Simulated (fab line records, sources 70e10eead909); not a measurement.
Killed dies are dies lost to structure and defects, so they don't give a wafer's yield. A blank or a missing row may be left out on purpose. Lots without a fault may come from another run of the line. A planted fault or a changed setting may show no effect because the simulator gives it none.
fab line records | flow nand_harc
record lots=13 wafers=39 last_day=34
route steps=1302 shown A_ONON_D1@429 A_CHANNEL_HOLE_D1@451 END@1302
lots that met no fault: from a run of the same line without faults
start_h: hours from the record's first day to the start of the lot's first wafer shown | wait_h: hours since the lot's step before | " the same as in the row above | L1.1+2: a row that stands for several wafers | - no value, or no start given | * or withheld: withheld | < > ~ a bound
route shown NAME@n: a module of which the file shows steps, and the number in the route of the first | usual: mean/standard deviation of fault-free wafers | same: alike in all rows | chamber/n: place in a boat | sites: the reading at each site | _std_site: their standard deviation | _edge_site: outer sites' mean less inner sites' | radius_mm: how far each site lies from the wafer's centre | mask NAME#n: copy n | behind: the tool/chamber that last shaped the wafer | hold: why the lot was held/for how many hours/how that ended | device: the transistor (n, p or np) that didn't switch | end of line: the same wafers' tests at the end of the route | a step without rows: its recipe alone | killed: dies lost to structure and defects at the first sort, not the wafer's yield | map: a wafer's dies, x killed, . not, _ none there
set.NAME: the setting as run; set.NAME@STEP: as run at that earlier step | model.NAME: the simulator's own value behind a step, which no gauge read
steps of the route over a sample of lots; a table a step, a row a wafer
services: from which hour (start_h, from the record's first day; less than 0 if before it) a tool's chamber was out of use, for how many hours, and why
## steps
# step NHARC_A_ONON_D1_THK_MEAS_08
# recipe thk_meas_gauge=ellipsometry
# usual thk_nm=1001/9.4
# columns lot.wafer tool chamber start_h wait_h thk_nm
L911.1 film_metro-01 - 162.74 - 998
L911.2 " - " " 1000
L911.5 " - " " 1000
L912.4 film_metro-01 - 173.87 - 1010
L912.5 " - " " 1010
L912.6 " - " " 1010
L920.1 film_metro-01 - 259.57 - 1016
L920.2 " - " " 1015
L920.6 " - " " 1015
L921.2 film_metro-02 - 268.90 - 1011
L921.3 " - " " 1010
L921.4 " - " " 1012
L923.1 film_metro-01 - 284.59 - 997
L923.5 " - " " 998
L923.6 " - " " 1000
L922.1 film_metro-01 - 284.60 - 1005
L922.2 " - " " 1006
L922.4 " - " " 1005
L926.2 film_metro-01 - 306.49 - 1004
L926.3 " - " " 1001
L926.5 " - " " 1003
L929.1 film_metro-01 - 344.69 - 1009
L929.2 " - " " 1009
L929.3 " - " " 1007
L930.1 film_metro-01 - 354.45 - 1000
L930.4 " - " " 999
L930.6 " - " " 1000
L931.3 film_metro-02 - 366.11 - 993
L931.4 " - " " 996
L931.5 " - " " 996
L932.2 film_metro-01 - 378.80 - 998
L932.4 " - " " 997
L932.6 " - " " 998
L933.2 film_metro-01 - 390.06 - 995
L933.4 " - " " 995
L933.6 " - " " 996
L934.4 film_metro-02 - 390.06 - 982
L934.5 " - " " 981
L934.6 " - " " 982
# step NHARC_A_CHANNEL_HOLE_D1_DEP_01
# recipe target_thk_a=1400 target_thk_nm=140 temp_c=400 pressure_torr=3.5 flow_sccm=200 rf_w=350 material=SiON
# usual chamber_pressure_Torr=3.501/0.0078 heater_power_w=722/48
# columns lot.wafer tool chamber start_h wait_h chamber_pressure_Torr heater_power_w
L911.2 pecvd-01 1 178.98 1.3 3.505 671
L911.1 " 0 " " 3.505 693
L911.5 " 2 " " 3.514 745
L912.5 pecvd-02 2 188.81 0.4 3.516 734
L912.6 " 0 " " 3.502 739
L912.4 " 1 " " 3.496 833
L920.1 pecvd-03 1 273.29 1.6 3.504 761
L920.2 " 2 " " 3.498 668
L920.6 " 0 " " 3.495 769
L921.3 pecvd-01 0 282.65 1.0 3.491 705
L921.2 " 1 " " 3.491 661
L921.4 " 0 " " 3.499 699
L923.1 pecvd-01 0 301.78 1.7 3.504 729
L923.6 " 1 " " 3.496 643
L923.5 " 2 " " 3.500 725
L922.1 pecvd-03 2 302.20 1.6 3.493 637
L922.2 " 0 " " 3.503 672
L922.4 " 0 " " 3.515 662
L926.2 pecvd-02 1 321.17 1.4 3.501 833
L926.3 " 0 " " 3.498 715
L926.5 " 2 " " 3.508 748
L929.3 pecvd-01 0 361.69 1.0 3.501 713
L929.1 " 1 " " 3.495 621
L929.2 " 2 " " 3.504 651
L930.1 pecvd-01 1 369.22 1.6 3.507 668
L930.6 " 2 " " 3.497 716
L930.4 " 0 " " 3.518 725
L931.3 pecvd-03 2 380.99 1.0 3.506 699
L931.4 " 1 " " 3.500 682
L931.5 " 2 " " 3.505 708
L932.2 pecvd-01 2 394.28 1.3 3.506 675
L932.4 " 2 " " 3.506 693
L932.6 " 1 " " 3.508 647
L933.2 pecvd-03 1 405.23 1.3 3.499 776
L933.6 " 1 " " 3.493 774
L933.4 " 0 " " 3.505 780
L934.5 pecvd-02 2 405.61 0.4 3.505 747
L934.6 " 0 " " 3.502 700
L934.4 " 1 " " 3.512 795
# step NHARC_A_CHANNEL_HOLE_D1_OVL_MEAS_11
# usual overlay_x_nm=0.1/0.87 overlay_y_nm=-0.1/0.95
# columns lot.wafer tool chamber start_h wait_h overlay_x_nm overlay_y_nm
L911.1 overlay-02 - 179.79 - 0.9 -0.1
L911.2 " - " " 0.1 -0.2
L911.5 " - " " 1.1 -0.1
L912.4 overlay-02 - 189.54 - -0.3 1.4
L912.5 " - " " -0.9 1.4
L912.6 " - " " -0.4 0.9
L920.1 overlay-02 - 273.97 - -0.7 -1.1
L920.2 " - " " -1.2 -1.7
L920.6 " - " " -1.0 -1.0
L921.2 overlay-02 - 283.46 - -0.6 -0.9
L921.3 " - " " -1.0 -0.9
L921.4 " - " " -1.0 -0.7
L923.1 overlay-02 - 302.53 - -1.9 -0.7
L923.5 " - " " -1.4 -0.3
L923.6 " - " " -1.9 -0.3
L922.1 overlay-01 - 302.97 - -1.2 0.8
L922.2 " - " " -0.8 0.7
L922.4 " - " " -1.0 0.7
L926.2 overlay-01 - 321.98 - 0.0 -1.7
L926.3 " - " " 0.0 -1.2
L926.5 " - " " 0.1 -1.9
L929.1 overlay-01 - 362.50 - -0.9 -0.5
L929.2 " - " " -1.0 -0.1
L929.3 " - " " -0.8 -0.1
L930.1 overlay-01 - 370.03 - -0.4 -1.1
L930.4 " - " " -0.8 -0.2
L930.6 " - " " 0.1 -0.7
L931.3 overlay-01 - 381.68 - 1.7 0.1
L931.4 " - " " 1.3 -0.4
L931.5 " - " " 1.3 0.1
L932.2 overlay-01 - 394.96 - 1.1 0.2
L932.4 " - " " 0.4 -0.5
L932.6 " - " " 0.0 -0.5
L933.2 overlay-01 - 406.03 - 1.2 -0.9
L933.4 " - " " 1.8 -1.3
L933.6 " - " " 1.3 -0.6
L934.4 overlay-02 - 406.33 - 0.5 -0.4
L934.5 " - " " 0.7 -0.1
L934.6 " - " " 0.1 -0.3
# step NHARC_A_CHANNEL_HOLE_D1_ETCH_16
# recipe target_depth_a=31000 over_etch_frac=0.3 time_s=806 ion_energy_ev=150 o2_flow_sccm=400 cos_flow_sccm=20 ar_flow_sccm=0 rf_w=500 bias_w=300 chemistry=O2/COS
# usual drypump_motor_current_A=5.7/0.43 oes_product_au=0.998/0.012 rf_vpp_V=313.9/2 run_length_s=827.3/0.47 showerhead_plenum_p_Torr=3.10/0.13 throttle_valve_pct=28.329/0.0088
# columns lot.wafer tool chamber start_h wait_h drypump_motor_current_A oes_product_au rf_hours_counter_h rf_vpp_V run_length_s showerhead_plenum_p_Torr throttle_valve_pct
L911.1 rie_diel-05 2 180.53 - 6.3 0.996 10 310.6 826.7 2.95 28.312
L911.2 " 0 " " 5.3 0.994 10 314.3 827.8 3.27 28.337
L911.5 " 1 " " 5.5 1.007 - 313.1 827.7 2.99 28.316
L912.4 rie_diel-05 0 190.28 - 5.3 1.004 11 317.3 827.9 3.26 28.328
L912.6 " 2 " " 6.3 0.984 - 312.5 827.0 2.95 28.315
L912.5 " 3 " " 5.2 0.973 - 313.7 826.8 3.12 28.343
L920.2 rie_diel-05 0 274.66 - 5.3 1.022 3 317.7 645.9 3.26 28.317
L920.1 " 1 " " 5.5 1.012 3 313.0 827.8 2.99 28.338
L920.6 " 0 " " 5.3 1.021 - 316.9 827.4 3.26 28.328
L921.3 rie_diel-05 3 284.09 - 5.2 0.985 4 313.6 646.0 3.11 28.330
L921.2 " 0 " " 5.3 1.009 4 314.5 646.4 3.26 28.326
L921.4 " 2 " " 6.3 0.989 4 310.7 827.0 2.95 28.347
L923.1 rie_diel-09 0 303.33 - 6.0 0.992 50 315.6 827.3 3.25 28.324
L923.5 " 1 " " 5.9 1.013 - 314.0 828.1 3.05 28.333
L923.6 " 2 " " 6.4 0.994 - 315.3 826.3 3.15 28.327
L922.4 rie_diel-05 3 303.60 - 5.2 0.995 6 314.9 827.0 3.11 28.331
L922.1 " 0 " " 5.3 1.017 6 316.4 828.0 3.26 28.333
L922.2 " 2 " " 6.3 0.996 6 312.2 645.1 2.95 28.322
L926.3 rie_diel-12 3 322.61 - 5.9 0.985 19 311.5 828.4 2.91 28.332
L926.2 " 1 " " 5.9 1.009 16 314.3 826.5 3.18 28.326
L926.5 " 0 " " 5.7 0.991 - 314.8 826.9 3.16 28.317
L929.1 rie_diel-05 1 363.18 - 5.5 1.018 10 312.3 827.5 2.98 28.326
L929.2 " 2 " " 6.3 0.991 11 312.3 827.1 2.95 28.328
L929.3 " 3 " " 5.2 0.996 12 314.5 827.2 3.11 28.337
L930.4 rie_diel-05 2 370.66 - 6.2 0.982 12 311.6 827.4 2.95 28.326
L930.1 " 0 " " 5.3 1.015 11 315.7 827.7 3.26 28.340
L930.6 " 3 " " 5.2 0.995 - 314.3 826.8 3.11 28.327
L931.3 rie_diel-05 3 382.43 - 5.2 0.993 14 313.2 826.8 3.11 28.321
L931.4 " 0 " " 5.3 1.021 12 314.8 827.6 3.26 28.324
L931.5 " 2 " " 6.3 0.994 - 312.3 826.6 2.94 28.326
L932.2 rie_diel-05 1 395.59 - 5.5 1.004 13 312.4 827.6 2.98 28.333
L932.4 " 3 " " 5.2 0.987 15 314.0 827.2 3.11 28.325
L932.6 " 2 " " 6.3 0.976 - 312.8 826.9 2.94 28.318
L933.2 rie_diel-12 1 406.75 - 5.9 0.999 44 314.7 826.8 3.16 28.323
L933.4 " 0 " " 5.7 1.005 44 313.4 826.9 3.15 28.330
L933.6 " 1 " " 5.9 0.994 - 314.7 827.4 3.16 28.342
L934.4 rie_diel-12 3 407.37 - 5.9 0.984 43 311.1 827.9 2.90 28.340
L934.6 " 0 " " 5.7 0.998 - 315.7 826.9 3.15 28.327
L934.5 " 1 " " 5.9 1.001 - 316.8 826.6 3.16 28.322
# step NHARC_END_SORT_01
# recipe temp_c=25
# usual killed_at_array=56/19 killed_at_other=0.8/1.1 killed_at_periphery=3.4/2.5 killed_dies=60/19 killed_open=2.9/1.7 killed_short=2.4/1.6
# same gross_dies=677
# columns lot.wafer tool chamber start_h wait_h killed_at_array killed_at_other killed_at_periphery killed_dies killed_open killed_short
L920.1 prober-02 0 659.08 2.5 71 1 0 72 4 2
L920.2 prober-02 0 659.88 2.8 313 0 1 314 1 4
L920.6 prober-02 0 663.08 4.0 73 1 1 75 3 2
L921.2 prober-01 0 659.93 2.9 299 0 3 302 2 0
L921.3 prober-01 0 660.73 3.1 314 0 1 315 0 5
L921.4 prober-01 0 661.53 3.4 56 0 2 58 3 0
L922.1 prober-01 0 681.31 2.5 48 0 6 54 1 1
L922.2 prober-01 0 682.12 2.8 241 1 8 250 5 0
L922.4 prober-01 0 683.74 3.4 48 0 3 51 0 3
# killed by level:class
L920.1 A_SLIT:chamber_film_flake=32 A_CHANNEL_HOLE_D1:chamber_film_flake=27 A_STAIRCASE:chamber_film_flake=3 A_CHANNEL_HOLE_D1:geometric_particle:short=1 A_CHANNEL_FILL_D1:geometric_particle:open=1 A_CHANNEL_FILL_D2:geometric_particle:open=1 A_WL_FILL:geometric_particle:short=1 A_BLC:geometric_particle:open=1
L920.2 A_CHANNEL_HOLE_D1:area_etch=232 A_CHANNEL_HOLE_D1:chamber_film_flake=33 A_SLIT:chamber_film_flake=29 A_STAIRCASE:chamber_film_flake=5 A_M0:chamber_film_flake=4 A_CHANNEL_HOLE_D2:chamber_film_flake=3 A_CHANNEL_FILL_D1:geometric_particle:short=2 A_CONTACT:chamber_film_flake=2
L921.2 A_CHANNEL_HOLE_D1:area_etch=223 A_SLIT:chamber_film_flake=40 A_CHANNEL_HOLE_D2:chamber_film_flake=18 A_CONTACT:chamber_film_flake=7 A_STAIRCASE:chamber_film_flake=3 A_WL_FILL:chamber_film_flake=3 P_STI:chamber_film_flake=2 A_DECK1_JOINT:chamber_film_flake=2
L921.3 A_CHANNEL_HOLE_D1:area_etch=253 A_SLIT:chamber_film_flake=31 A_CHANNEL_HOLE_D2:chamber_film_flake=16 A_CONTACT:chamber_film_flake=5 A_CHANNEL_HOLE_D1:chamber_film_flake=3 P_STI:geometric_particle:short=1 A_CHANNEL_HOLE_D1:geometric_particle:short=1 A_CHANNEL_FILL_D2:geometric_particle:short=1
L921.4 A_SLIT:chamber_film_flake=32 A_CHANNEL_HOLE_D2:chamber_film_flake=11 A_STAIRCASE:chamber_film_flake=3 A_WL_FILL:chamber_film_flake=3 P_GATE:chamber_film_flake=2 A_ONON_D1:geometric_particle:open=1 A_CHANNEL_HOLE_D2:geometric_particle:open=1 A_CHANNEL_FILL_D2:geometric_particle:open=1
L920.6 A_SLIT:chamber_film_flake=34 A_CHANNEL_HOLE_D1:chamber_film_flake=29 A_M0:chamber_film_flake=3 P_STI:geometric_particle:open=1 A_SOURCE_PLATE:geometric_particle:open=1 A_CHANNEL_FILL_D1:geometric_particle:short=1 A_ONON_D2:geometric_particle:short=1 A_CONTACT:geometric_particle:open=1
L922.1 A_SLIT:chamber_film_flake=27 A_CONTACT:chamber_film_flake=9 A_CHANNEL_HOLE_D1:chamber_film_flake=6 P_M2:chamber_film_flake=5 A_WL_FILL:chamber_film_flake=2 P_CONTACT:geometric_particle:short=1 A_CHANNEL_FILL_D1:geometric_particle:open=1 A_CHANNEL_FILL_D1:chamber_film_flake=1
L922.2 A_CHANNEL_HOLE_D1:area_etch=190 A_SLIT:chamber_film_flake=25 A_CHANNEL_HOLE_D1:chamber_film_flake=8 A_CONTACT:chamber_film_flake=8 P_M2:chamber_film_flake=5 A_CHANNEL_FILL_D2:chamber_film_flake=4 A_WL_FILL:chamber_film_flake=2 P_M0:geometric_particle:open=1
L922.4 A_SLIT:chamber_film_flake=32 A_CHANNEL_HOLE_D1:chamber_film_flake=7 A_CONTACT:chamber_film_flake=5 P_M2:chamber_film_flake=2 P_M1:geometric_particle:short=1 A_SGD_CUT:geometric_particle:short=1 A_M0:geometric_particle:short=1 A_CHANNEL_FILL_D1:chamber_film_flake=1
## services
# columns tool chamber start_h hours kind
pecvd-02 2 161.79 4.9 repair
rie_diel-09 2 168.44 2.5 repair
rie_diel-05 - 171.47 5.2 repair
rie_diel-09 1 182.67 15.7 repair
pecvd-03 - 185.00 13.0 pm
pecvd-01 0 196.46 4.7 repair
rie_diel-12 2 200.63 10.0 repair
rie_diel-12 0 212.52 8.3 repair
pecvd-02 - 227.00 13.0 pm
pecvd-01 1 228.33 4.8 repair
rie_diel-09 2 229.23 8.9 repair
rie_diel-05 - 229.60 9.0 pm
rie_diel-12 1 238.83 9.6 repair
pecvd-02 0 243.45 3.8 repair
rie_diel-12 - 268.96 9.0 pm
pecvd-03 - 286.43 1.0 repair
pecvd-03 2 297.66 1.8 repair
pecvd-01 - 311.00 13.0 pm
rie_diel-09 - 320.14 9.0 pm
rie_diel-05 0 335.23 14.1 repair
rie_diel-09 1 343.46 7.0 repair
pecvd-02 - 348.97 2.1 repair
pecvd-03 - 366.06 13.0 pm
pecvd-01 - 372.79 1.0 repair
## key
first_sign step=NHARC_A_CHANNEL_HOLE_D1_ETCH_16 reading=run_length_s direction=down sigmas=99+ usual=* struck=*
effect step=NHARC_END_SORT_01 reading=killed_at_array direction=up sigmas=13 usual=56 struck=292
more_kills_born_at NHARC_A_CHANNEL_HOLE_D1_ETCH_16@rie_diel-05=898
met_at NHARC_A_CHANNEL_HOLE_D1_ETCH_16
struck_lots L920,L921,L922
struck_wafers L920.2,L921.2,L921.3,L922.2
tester_left_out L920,L921,L922
not_acting_at NHARC_A_ONON_D1_THK_MEAS_08,NHARC_A_CHANNEL_HOLE_D1_DEP_01,NHARC_A_CHANNEL_HOLE_D1_OVL_MEAS_11
onset_between 190.28 274.66
fault kind=process_parameter_drift tool=rie_diel-05 chamber=- onset_h=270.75 steps=NHARC_A_CHANNEL_HOLE_D1_ETCH_16 channel=time_s offset=* shape=step end_h=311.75 scope=struck_wafers_only acts_in=* stated=*
# tester_left_out: of these lots the tester's yield and bins aren't shown, on N5 and GAA mostly nor the transistor test; their killed dies are dies lost to structure and defects alone, not to doping, threshold or leakage, so they don't give the yield
